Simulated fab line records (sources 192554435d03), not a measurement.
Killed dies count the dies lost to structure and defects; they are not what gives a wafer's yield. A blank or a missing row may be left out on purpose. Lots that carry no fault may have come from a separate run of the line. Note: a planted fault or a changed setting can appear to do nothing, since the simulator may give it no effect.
fab line records	flow n5_finfet	part 1 of 2: steps 1 to 12 of 21
[record] lots = 5	wafers = 15	last_day = 17
route steps=1938 shown GATE_CUT@490
lots untouched by any fault: they come from a run of this same line in which no faults occurred
start_h: hours from the record's opening day to when the first of the lot's shown wafers began	wait_h: hours since the lot's step before	" same as the row above	L1.1+2: one row covering several wafers at once	- either no value or no given start	* or withheld: withheld	< > ~ a bound
route shown NAME@n: NAME is a module with steps in the file, n the number in the route of the first one	usual: average and standard deviation across the fault-free wafers	same: alike in all rows	chamber/n: place in a boat	sites: the reading at each site	_std_site: the values' standard deviation	_edge_site: outer sites' mean less inner sites'	radius_mm: for every site, how far away it sits from the centre of the wafer	mask NAME#n: copy n	behind: the last tool/chamber to shape the wafer	hold: cause of the lot's hold/its duration in hours/its outcome	device: which transistor (n, p or np) failed to switch	end of line: the route-end tests of the same wafers	step lacking rows: just its recipe	killed: at the first sort, the dies lost to defects and structure; wafer yield is something else	map: shows each die of a wafer: x if killed, . if not, _ if none is there
set.NAME: the run value of the setting; set.NAME@STEP: its run value at that earlier step	model.NAME: the simulator's own value behind a step, which no gauge read
lots seen at some steps along the route; tables by step, rows by wafer
services: the hour from which a tool's chamber was out of use, counted from the record's first day as start_h (under 0 if before that day), plus the number of hours and why
[[steps]]
[step N5_GATE_CUT_DESCUM_18]
[recipe] chemistry = O2	time_s = 7	source_power_w = 50	bias_power_w = 20	pressure_mtorr = 20	rf_frequency_hz = 2.712e+07	temp_c = 40	resist = CAR-EUV	o2_flow_sccm = 225
[usual] drypump_motor_current_A = 5.6/0.47	oes_product_au = 0.77/0.073	rf_vpp_V = 243.1/1.3	showerhead_plenum_p_Torr = 2.09/0.068	throttle_valve_pct = 20.45/0.24
lot.wafer	tool	chamber	start_h	wait_h	drypump_motor_current_A	oes_product_au	rf_hours_counter_h	rf_vpp_V	showerhead_plenum_p_Torr	throttle_valve_pct
L075.3	rie_diel-05	1	89.30	0.0	5.6	0.71	222	241.8	1.98	20.71
L075.5	"	2	"	"	6.0	0.71	-	243.4	2.07	20.68
L075.6	"	3	"	"	5.4	0.76	-	244.3	2.19	20.35
L077.3	rie_diel-06	0	100.85	0.1	5.5	0.78	124	241.3	2.02	20.61
L077.4	"	3	"	"	6.8	0.94	10	243.2	2.14	20.11
L077.5	"	0	"	"	5.5	0.79	-	241.7	2.02	20.62
L089.2	rie_diel-03	3	177.39	0.0	5.1	0.83	92	243.5	2.11	20.25
L089.3	"	1	"	"	5.2	0.70	201	245.4	2.16	20.37
L089.5	"	0	"	"	5.3	0.70	-	244.1	2.17	20.42
L093.2	rie_diel-06	1	197.60	0.0	5.3	0.87	65	244.5	2.12	20.48
L093.3	"	0	"	"	5.5	0.76	156	241.7	2.01	20.66
L093.5	"	2	"	"	5.7	0.75	-	242.9	2.01	20.82
L097.1	rie_diel-03	1	223.61	0.0	5.1	0.69	217	243.4	2.15	20.40
L097.2	"	2	"	"	4.8	0.94	10	243.5	2.05	19.91
L097.5	"	2	"	"	4.8	0.93	-	243.5	2.06	19.89
[step N5_GATE_CUT_ETCH_28]
[recipe] chemistry = N2/H2	target = underlayer	target_depth_a = 130	mask_material = CAR-EUV	time_s = 10.4	ion_energy_ev = 200	pressure_mtorr = 30	source_w = 840	bias_w = 150	n2_flow_sccm = 200	h2_flow_sccm = 200	ends = cleared
[usual] drypump_motor_current_A = 5.6/0.48	etch_rf_on_time_s = 10.42/0.18	oes_product_au = 0.66/0.062	rf_vpp_V = 524.0/2.6	showerhead_plenum_p_Torr = 2.54/0.084	throttle_valve_pct = 17.89/0.28
lot.wafer	tool	chamber	start_h	wait_h	drypump_motor_current_A	etch_rf_on_time_s	oes_product_au	rf_hours_counter_h	rf_vpp_V	showerhead_plenum_p_Torr	throttle_valve_pct
L075.3	rie_diel-05	1	89.33	0.0	5.6	10.10	0.62	222	520.8	2.40	18.20
L075.5	"	2	"	"	6.0	10.38	0.61	-	523.3	2.51	18.23
L075.6	"	3	"	"	5.4	10.44	0.65	-	527.3	2.66	17.71
L077.3	rie_diel-06	0	100.88	0.0	5.5	10.46	0.67	124	521.0	2.44	17.96
L077.4	"	3	"	"	6.8	10.30	0.81	10	526.1	2.60	17.50
L077.5	"	0	"	"	5.5	10.37	0.67	-	520.6	2.44	17.95
L089.2	rie_diel-03	3	177.43	0.0	5.1	10.38	0.72	92	523.6	2.56	17.67
L089.3	"	1	"	"	5.2	10.73	0.60	201	526.4	2.63	17.88
L089.5	"	0	"	"	5.4	10.44	0.61	-	527.4	2.64	17.94
L093.2	rie_diel-06	1	197.63	0.0	5.3	10.27	0.74	65	525.8	2.59	17.94
L093.3	"	0	"	"	5.5	10.20	0.65	156	520.6	2.43	18.02
L093.5	"	2	"	"	5.7	10.39	0.63	-	520.9	2.45	18.29
L097.1	rie_diel-03	1	223.65	0.0	5.2	10.70	0.60	217	525.3	2.62	17.90
L097.2	"	2	"	"	4.8	10.33	0.79	10	525.1	2.49	17.27
L097.5	"	2	"	"	4.8	10.45	0.78	-	523.3	2.49	17.27
[step N5_GATE_CUT_ETCH_36]
[recipe] chemistry = CF4	target = SiARC	target_depth_a = 130	mask_material = CAR-EUV	time_s = 21.7	ion_energy_ev = 80	pressure_mtorr = 40	source_w = 545	bias_w = 36	Ar_flow_sccm = 100	cf4_flow_sccm = 100	ends = cleared
[usual] drypump_motor_current_A = 5.6/0.48	etch_rf_on_time_s = 21.8/0.33	oes_product_au = 0.66/0.062	rf_vpp_V = 184.0/1.2	showerhead_plenum_p_Torr = 2.15/0.066	throttle_valve_pct = 15.67/0.22
lot.wafer	tool	chamber	start_h	wait_h	drypump_motor_current_A	etch_rf_on_time_s	oes_product_au	rf_hours_counter_h	rf_vpp_V	showerhead_plenum_p_Torr	throttle_valve_pct
L075.3	rie_diel-05	1	89.35	0.0	5.6	21.6	0.61	222	182.9	2.03	15.98
L075.5	"	2	"	"	6.0	22.1	0.59	-	183.5	2.12	15.89
L075.6	"	3	"	"	5.4	22.3	0.65	-	186.4	2.24	15.58
L077.3	rie_diel-06	0	100.90	0.0	5.5	21.3	0.67	124	184.6	2.07	15.75
L077.4	"	3	"	"	6.8	21.2	0.81	10	185.4	2.20	15.33
L077.5	"	0	"	"	5.5	21.4	0.67	-	181.8	2.07	15.76
L089.2	rie_diel-03	3	177.45	0.0	5.1	21.3	0.72	92	185.1	2.16	15.48
L089.3	"	1	"	"	5.2	22.1	0.61	201	185.2	2.21	15.70
L089.5	"	0	"	"	5.4	21.9	0.61	-	184.6	2.21	15.61
L093.2	rie_diel-06	1	197.65	0.0	5.3	22.0	0.73	66	184.6	2.18	15.65
L093.3	"	0	"	"	5.5	21.6	0.64	156	183.3	2.06	15.82
L093.5	"	2	"	"	5.7	22.2	0.62	-	182.8	2.07	15.98
L097.1	rie_diel-03	1	223.67	0.0	5.2	22.7	0.59	217	183.2	2.21	15.71
L097.2	"	2	"	"	4.8	22.0	0.79	10	184.0	2.11	15.08
L097.5	"	2	"	"	4.8	22.1	0.79	-	183.9	2.11	15.09
[step N5_GATE_CUT_ETCH_37]
[recipe] chemistry = N2/H2	target = SOC	target_depth_a = 600	overetch_a = 120	mask_material = SiARC	temp_c = 40	time_s = 90	ion_energy_ev = 200	pressure_mtorr = 30	source_w = 840	bias_w = 150	n2_flow_sccm = 200	h2_flow_sccm = 200
[usual] drypump_motor_current_A = 5.6/0.48	oes_product_au = 0.69/0.063	rf_vpp_V = 523.9/2.4	showerhead_plenum_p_Torr = 2.54/0.084	throttle_valve_pct = 17.86/0.28
lot.wafer	tool	chamber	start_h	wait_h	drypump_motor_current_A	oes_product_au	rf_hours_counter_h	rf_vpp_V	showerhead_plenum_p_Torr	throttle_valve_pct
L075.3	rie_diel-05	1	89.38	0.0	5.6	0.63	222	520.1	2.41	18.17
L075.5	"	2	"	"	6.0	0.63	-	522.2	2.51	18.20
L075.6	"	3	"	"	5.4	0.68	-	526.5	2.66	17.68
L077.3	rie_diel-06	0	100.93	0.0	5.5	0.70	124	521.3	2.44	17.93
L077.4	"	3	"	"	6.8	0.84	10	526.7	2.60	17.47
L077.5	"	0	"	"	5.5	0.70	-	520.1	2.44	17.93
L089.2	rie_diel-03	3	177.47	0.0	5.1	0.74	92	524.7	2.56	17.63
L089.3	"	1	"	"	5.2	0.65	201	525.6	2.63	17.85
L089.5	"	0	"	"	5.3	0.64	-	526.6	2.64	17.91
L093.2	rie_diel-06	1	197.68	0.0	5.4	0.77	66	525.2	2.59	17.92
L093.3	"	0	"	"	5.5	0.67	156	521.8	2.43	18.00
L093.5	"	2	"	"	5.7	0.67	-	520.2	2.45	18.27
L097.1	rie_diel-03	1	223.69	0.0	5.2	0.64	217	526.0	2.62	17.89
L097.2	"	2	"	"	4.8	0.84	10	522.7	2.49	17.24
L097.5	"	2	"	"	4.8	0.84	-	522.4	2.49	17.22
[step N5_GATE_CUT_STRIP_38]
[recipe] chemistry = N2/H2	temp_c = 40	n2_flow_sccm = 200	h2_flow_sccm = 200	rf_frequency_hz = 6e+07
lot.wafer	tool	chamber	start_h	wait_h
L075.3+5+6	rie_diel-05	1,2,3	89.44	0.0
L077.3+4+5	rie_diel-06	0,3,0	100.99	0.0
L089.2+3+5	rie_diel-03	3,1,0	177.54	0.0
L093.2+3+5	rie_diel-06	1,0,2	197.74	0.0
L097.1+2+5	rie_diel-03	1,2,2	223.76	0.0
[step N5_GATE_CUT_STRIP_39]
[recipe] chemistry = N2/H2	temp_c = 40	n2_flow_sccm = 200	h2_flow_sccm = 200	rf_frequency_hz = 6e+07
lot.wafer	tool	chamber	start_h	wait_h
L075.3+5+6	rie_diel-05	1,2,3	89.45	0.0
L077.3+4+5	rie_diel-06	0,3,0	101.00	0.0
L089.2+3+5	rie_diel-03	3,1,0	177.55	0.0
L093.2+3+5	rie_diel-06	1,0,2	197.75	0.0
L097.1+2+5	rie_diel-03	1,2,2	223.77	0.0
[step N5_GATE_CUT_HM_OPEN_40]
[recipe] chemistry = C4F6/O2	target = SiO2	mask_material = SiARC	target_depth_a = 1390	time_s = 85.1	ion_energy_ev = 250	pressure_mtorr = 30	source_w = 345	bias_w = 185	Ar_flow_sccm = 300	C4F6_flow_sccm = 10	O2_flow_sccm = 10	ends = cleared
[usual] drypump_motor_current_A = 5.6/0.48	etch_rf_on_time_s = 94.2/1.8	oes_ar_750_au = 0.77/0.07	oes_product_au = 0.70/0.066	rf_vpp_V = 665/6.8	showerhead_plenum_p_Torr = 2.85/0.088	throttle_valve_pct = 21.01/0.21
lot.wafer	tool	chamber	start_h	wait_h	drypump_motor_current_A	etch_rf_on_time_s	oes_ar_750_au	oes_product_au	rf_hours_counter_h	rf_vpp_V	showerhead_plenum_p_Torr	throttle_valve_pct
L075.3	rie_diel-05	1	89.46	0.0	5.6	89.6	0.72	0.64	222	666	2.70	21.29
L075.5	"	2	"	"	6.0	92.9	0.70	0.65	-	663	2.82	21.20
L075.6	"	3	"	"	5.4	93.0	0.76	0.70	-	666	2.97	20.88
L077.3	rie_diel-06	0	101.01	0.0	5.5	93.0	0.79	0.70	124	655	2.76	21.16
L077.4	"	3	"	"	6.8	93.9	0.94	0.85	10	672	2.92	20.74
L077.5	"	0	"	"	5.5	94.6	0.79	0.70	-	655	2.76	21.15
L089.2	rie_diel-03	3	177.56	0.0	5.1	93.5	0.84	0.75	92	657	2.88	20.83
L089.3	"	1	"	"	5.2	96.9	0.72	0.64	201	662	2.95	20.98
L089.5	"	0	"	"	5.3	96.1	0.71	0.64	-	677	2.93	20.91
L093.2	rie_diel-06	1	197.76	0.0	5.3	91.1	0.85	0.77	66	672	2.89	21.02
L093.3	"	0	"	"	5.5	92.5	0.76	0.68	156	654	2.74	21.20
L093.5	"	2	"	"	5.7	94.6	0.73	0.67	-	669	2.74	21.32
L097.1	rie_diel-03	1	223.78	0.0	5.2	95.6	0.71	0.63	217	660	2.94	21.01
L097.2	"	2	"	"	4.8	94.0	0.93	0.84	10	663	2.81	20.47
L097.5	"	2	"	"	4.8	95.9	0.93	0.84	-	663	2.81	20.46
[step N5_GATE_CUT_STRIP_41]
[recipe] chemistry = CF4	resist = SiARC	power_w = 300	bias_power_w = 75	pressure_mtorr = 50	cf4_flow_sccm = 150	rf_frequency_hz = 6e+07
[usual] drypump_motor_current_A = 5.6/0.47	oes_product_au = 0.178/0.017	power_w = 299.9/0.89	rf_vpp_V = 271.1/1.5	showerhead_plenum_p_Torr = 1.80/0.054	throttle_valve_pct = 13.65/0.23
lot.wafer	tool	chamber	start_h	wait_h	drypump_motor_current_A	oes_product_au	power_w	rf_hours_counter_h	rf_vpp_V	showerhead_plenum_p_Torr	throttle_valve_pct
L075.3	rie_diel-05	1	89.53	0.0	5.6	0.161	299.0	222	270.3	1.70	13.97
L075.5	"	2	"	"	6.0	0.160	301.3	-	271.3	1.78	13.86
L075.6	"	3	"	"	5.4	0.177	300.9	-	272.8	1.87	13.56
L077.3	rie_diel-06	0	101.07	0.0	5.5	0.173	301.0	124	268.2	1.73	13.71
L077.4	"	3	"	"	6.8	0.222	300.1	10	271.3	1.83	13.25
L077.5	"	0	"	"	5.5	0.174	300.4	-	270.5	1.73	13.70
L089.2	rie_diel-03	3	177.62	0.0	5.1	0.196	300.1	92	273.8	1.81	13.43
L089.3	"	1	"	"	5.2	0.169	300.9	201	272.9	1.85	13.68
L089.5	"	0	"	"	5.4	0.169	300.3	-	272.0	1.85	13.64
L093.2	rie_diel-06	1	197.82	0.0	5.3	0.201	299.8	66	270.4	1.83	13.61
L093.3	"	0	"	"	5.5	0.181	300.4	156	269.1	1.72	13.77
L093.5	"	2	"	"	5.7	0.170	299.2	-	269.7	1.74	13.94
L097.1	rie_diel-03	1	223.84	0.0	5.2	0.161	299.7	217	273.4	1.85	13.71
L097.2	"	2	"	"	4.8	0.212	299.6	10	271.3	1.76	13.02
L097.5	"	2	"	"	4.8	0.213	298.8	-	269.9	1.76	13.02
[step N5_GATE_CUT_STRIP_42]
[recipe] chemistry = O2	power_w = 400	temp_c = 40	pressure_mtorr = 30	rf_frequency_hz = 6e+07	bias_power_w = 0	overash_fraction = 0.3	o2_flow_sccm = 225
[usual] drypump_motor_current_A = 5.6/0.47	oes_product_au = 0.77/0.073	rf_vpp_V = 3.6/0.51	showerhead_plenum_p_Torr = 2.10/0.068	throttle_valve_pct = 16.71/0.23
lot.wafer	tool	chamber	start_h	wait_h	drypump_motor_current_A	oes_product_au	rf_hours_counter_h	rf_vpp_V	showerhead_plenum_p_Torr	throttle_valve_pct
L075.3	rie_diel-05	1	89.55	0.0	5.6	0.72	222	2.3	1.98	17.01
L075.5	"	2	"	"	6.0	0.71	-	3.7	2.07	16.93
L075.6	"	3	"	"	5.4	0.76	-	3.9	2.20	16.62
L077.3	rie_diel-06	0	101.09	0.0	5.5	0.78	124	3.9	2.02	16.85
L077.4	"	3	"	"	6.8	0.95	10	3.1	2.14	16.32
L077.5	"	0	"	"	5.5	0.78	-	3.7	2.02	16.84
L089.2	rie_diel-03	3	177.64	0.0	5.1	0.84	92	3.8	2.11	16.51
L089.3	"	1	"	"	5.1	0.70	201	4.6	2.16	16.69
L089.5	"	0	"	"	5.3	0.71	-	3.4	2.17	16.69
L093.2	rie_diel-06	1	197.84	0.0	5.3	0.87	66	3.9	2.13	16.69
L093.3	"	0	"	"	5.5	0.76	156	4.0	2.01	16.91
L093.5	"	2	"	"	5.7	0.75	-	4.9	2.01	17.01
L097.1	rie_diel-03	1	223.86	0.0	5.2	0.69	217	2.9	2.15	16.69
L097.2	"	2	"	"	4.8	0.93	10	3.3	2.06	16.14
L097.5	"	2	"	"	4.8	0.94	-	2.9	2.06	16.13
[step N5_GATE_CUT_ETCH_19]
[recipe] chemistry = CH3F/O2	target = SiNx	mask_material = SiO2	target_depth_a = 537	time_s = 76.7	pressure_mtorr = 30	source_w = 395	bias_w = 73	Ar_flow_sccm = 150	CH3F_flow_sccm = 30	O2_flow_sccm = 20	ion_energy_ev = 120	ends = cleared
[usual] drypump_motor_current_A = 5.6/0.47	etch_rf_on_time_s = 77.2/1	oes_ar_750_au = 0.77/0.071	oes_product_au = 0.66/0.062	rf_vpp_V = 297/3.2	showerhead_plenum_p_Torr = 2.00/0.064	throttle_valve_pct = 16.41/0.21
lot.wafer	tool	chamber	start_h	wait_h	drypump_motor_current_A	etch_rf_on_time_s	oes_ar_750_au	oes_product_au	rf_hours_counter_h	rf_vpp_V	showerhead_plenum_p_Torr	throttle_valve_pct
L075.3	rie_diel-05	1	89.59	0.0	5.6	76.3	0.72	0.61	222	298	1.89	16.71
L075.5	"	2	"	"	6.0	76.4	0.70	0.60	-	298	1.98	16.62
L075.6	"	3	"	"	5.4	76.4	0.76	0.66	-	297	2.09	16.31
L077.3	rie_diel-06	0	101.13	0.0	5.5	76.2	0.78	0.67	124	292	1.93	16.54
L077.4	"	3	"	"	6.7	75.2	0.94	0.80	10	301	2.06	16.07
L077.5	"	0	"	"	5.5	76.7	0.79	0.67	-	293	1.93	16.52
L089.2	rie_diel-03	3	177.68	0.0	5.1	77.9	0.84	0.70	92	293	2.02	16.24
L089.3	"	1	"	"	5.2	78.9	0.72	0.60	201	294	2.07	16.40
L089.5	"	0	"	"	5.3	78.7	0.72	0.59	-	301	2.07	16.36
L093.2	rie_diel-06	1	197.88	0.0	5.4	75.6	0.86	0.75	66	301	2.03	16.36
L093.3	"	0	"	"	5.5	77.6	0.76	0.64	156	293	1.92	16.60
L093.5	"	2	"	"	5.7	78.0	0.74	0.63	-	299	1.92	16.69
L097.1	rie_diel-03	1	223.90	0.0	5.2	79.7	0.70	0.59	217	295	2.07	16.44
L097.2	"	2	"	"	4.8	77.8	0.93	0.78	10	296	1.97	15.85
L097.5	"	2	"	"	4.8	77.8	0.93	0.79	-	296	1.97	15.84
[step N5_GATE_CUT_CUT_ETCH_53]
[recipe] chemistry = SF6/Cl2	target = W	mask_material = SiO2	target_depth_a = 792	pressure_mtorr = 8	icp_w = 900	bias_w = 80	SF6_flow_sccm = 40	Cl2_flow_sccm = 60	ends = cleared
[usual] SF6_flow_sccm = 39.99/0.13	drypump_motor_current_A = 6.0/0.45	etch_rf_on_time_s = 26.1/0.34	mfc_cl2_sccm = 59.99/0.18	oes_product_au = 0.71/0.084	throttle_valve_pct = 28.92/0.17
lot.wafer	tool	chamber	start_h	wait_h	SF6_flow_sccm	drypump_motor_current_A	etch_rf_on_time_s	mfc_cl2_sccm	oes_product_au	rf_hours_counter_h	throttle_valve_pct
L075.3	rie_metal-01	1	89.71	0.1	40.19	5.6	26.3	60.00	0.75	-	28.90
L075.5	"	1	"	"	40.08	5.6	26.2	60.06	0.76	-	28.91
L075.6	"	0	"	"	40.01	6.1	25.8	59.98	0.61	-	29.00
L077.3	rie_metal-03	0	101.26	0.1	40.09	6.2	26.3	60.46	0.71	-	28.79
L077.4	"	1	"	"	40.10	5.2	26.8	59.83	0.52	-	29.44
L077.5	"	0	"	"	39.97	6.2	26.4	60.18	0.72	-	28.81
L089.2	rie_metal-03	1	177.79	0.1	40.00	5.3	25.9	59.71	0.86	4	29.01
L089.3	"	0	"	"	39.94	6.2	26.6	59.95	0.69	-	28.82
L089.5	"	0	"	"	39.74	6.2	26.4	59.82	0.70	-	28.81
L093.2	rie_metal-01	0	197.99	0.1	39.95	6.0	26.5	59.82	0.59	97	29.03
L093.3	"	0	"	"	40.00	6.0	26.5	59.98	0.59	-	29.00
L093.5	"	0	"	"	39.95	6.0	26.4	59.83	0.59	-	29.02
L097.1	rie_metal-01	0	224.01	0.1	40.06	6.0	26.0	59.83	0.59	100	29.02
L097.2	"	1	"	"	40.01	5.6	26.1	60.03	0.72	34	28.91
L097.5	"	1	"	"	39.97	5.6	26.2	60.01	0.72	-	28.92
[step N5_GATE_CUT_CUT_ETCH_54]
[recipe] chemistry = Cl2/BCl3	target = TiN	mask_material = SiO2	target_depth_a = 967	pressure_mtorr = 10	icp_w = 1000	bias_w = 126	Cl2_flow_sccm = 53.25	bcl3_flow_sccm = 21.75	Ar_flow_sccm = 25	ends = cleared
[usual] drypump_motor_current_A = 6.0/0.45	etch_rf_on_time_s = 36.4/0.47	mfc_cl2_sccm = 53.26/0.17	oes_ar_750_au = 0.78/0.089	oes_product_au = 0.71/0.084	throttle_valve_pct = 22.27/0.2
lot.wafer	tool	chamber	start_h	wait_h	drypump_motor_current_A	etch_rf_on_time_s	mfc_cl2_sccm	oes_ar_750_au	oes_product_au	rf_hours_counter_h	throttle_valve_pct
L075.3	rie_metal-01	1	89.77	0.0	5.6	36.7	53.19	0.82	0.76	-	22.22
L075.5	"	1	"	"	5.6	36.5	53.14	0.82	0.76	-	22.23
L075.6	"	0	"	"	6.1	35.9	53.36	0.67	0.60	-	22.40
L077.3	rie_metal-03	0	101.32	0.0	6.2	36.7	53.15	0.79	0.72	-	22.17
L077.4	"	1	"	"	5.3	37.3	53.30	0.58	0.52	-	22.80
L077.5	"	0	"	"	6.2	36.6	53.55	0.79	0.72	-	22.16
L089.2	rie_metal-03	1	177.85	0.0	5.3	36.1	53.18	0.95	0.85	4	22.34
L089.3	"	0	"	"	6.2	36.6	53.38	0.77	0.70	-	22.19
L089.5	"	0	"	"	6.2	36.6	53.54	0.77	0.70	-	22.17
L093.2	rie_metal-01	0	198.05	0.0	6.0	36.7	53.47	0.66	0.59	97	22.44
L093.3	"	0	"	"	6.1	36.3	53.41	0.66	0.59	-	22.41
L093.5	"	0	"	"	6.0	36.7	53.47	0.66	0.59	-	22.42
L097.1	rie_metal-01	0	224.07	0.0	6.0	37.1	53.33	0.66	0.58	100	22.45
L097.2	"	1	"	"	5.6	37.0	53.50	0.78	0.71	34	22.26
L097.5	"	1	"	"	5.6	36.7	52.83	0.78	0.72	-	22.25
